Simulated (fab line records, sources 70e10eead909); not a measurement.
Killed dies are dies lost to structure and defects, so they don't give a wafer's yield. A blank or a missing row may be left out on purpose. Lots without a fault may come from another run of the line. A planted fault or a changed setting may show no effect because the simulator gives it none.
Chamber matching | flow nand_harc | NHARC_A_M0_ETCH_34 on rie_diel-07: 4 sister chambers
The step etches the open film in N2/H2, target depth 40 nm, overetch 12 nm, time 43.94 s. 8 wafers are shown with their chamber, then 8 later ones without.

WAFERS WITH THEIR CHAMBER
wafer  | chamber | showerhead_plenum_p_Torr (Torr) | drypump_motor_current_A (A)
L079.5 | 2       | 1.97                            | 5.2
L077.5 | 3       | 2.06                            | 5.0
L083.2 | 0       | 2.00                            | 6.1
L083.6 | 1       | 1.93                            | 6.0
L086.2 | 3       | 2.06                            | 5.0
L086.4 | 1       | 1.93                            | 6.0
L086.6 | 2       | 1.96                            | 5.2
L089.1 | 0       | 2.00                            | 6.0

WAFERS WITHOUT THEIR CHAMBER
wafer  | showerhead_plenum_p_Torr (Torr) | drypump_motor_current_A (A)
L089.4 | 2.06                            | 5.0
L089.5 | 2.00                            | 6.1
L096.3 | 1.92                            | 6.0
L096.5 | 1.96                            | 5.2
L096.6 | 2.06                            | 5.0
L097.1 | 1.93                            | 5.9
L097.2 | 1.96                            | 5.2
L097.4 | 2.00                            | 6.0

WHICH CHAMBER EACH WENT THROUGH
wafer  | from the rows above | in truth
L089.4 | 3                   | 3
L089.5 | 0                   | 0
L096.3 | 1                   | 1
L096.5 | 2                   | 2
L096.6 | 3                   | 3
L097.1 | 1                   | 1
L097.2 | 2                   | 2
L097.4 | 0                   | 0
Placed correctly: 8 of 8. Can't be placed from these rows: 0. Placed wrongly: 0.
How it was worked out, from the rows above alone: a wafer's distance from a chamber is the root of the sum, over the readings, of the square of ((its reading less the chamber's mean) divided by the reading's scatter). The wafer belongs to the nearest chamber; if the next one is less than 2 further off, it can't be placed. A chamber's mean is the mean of its shown wafers. The scatter: the root of (the sum of the squares of (reading less its chamber's mean) over the shown wafers, divided by (wafers less chambers)).
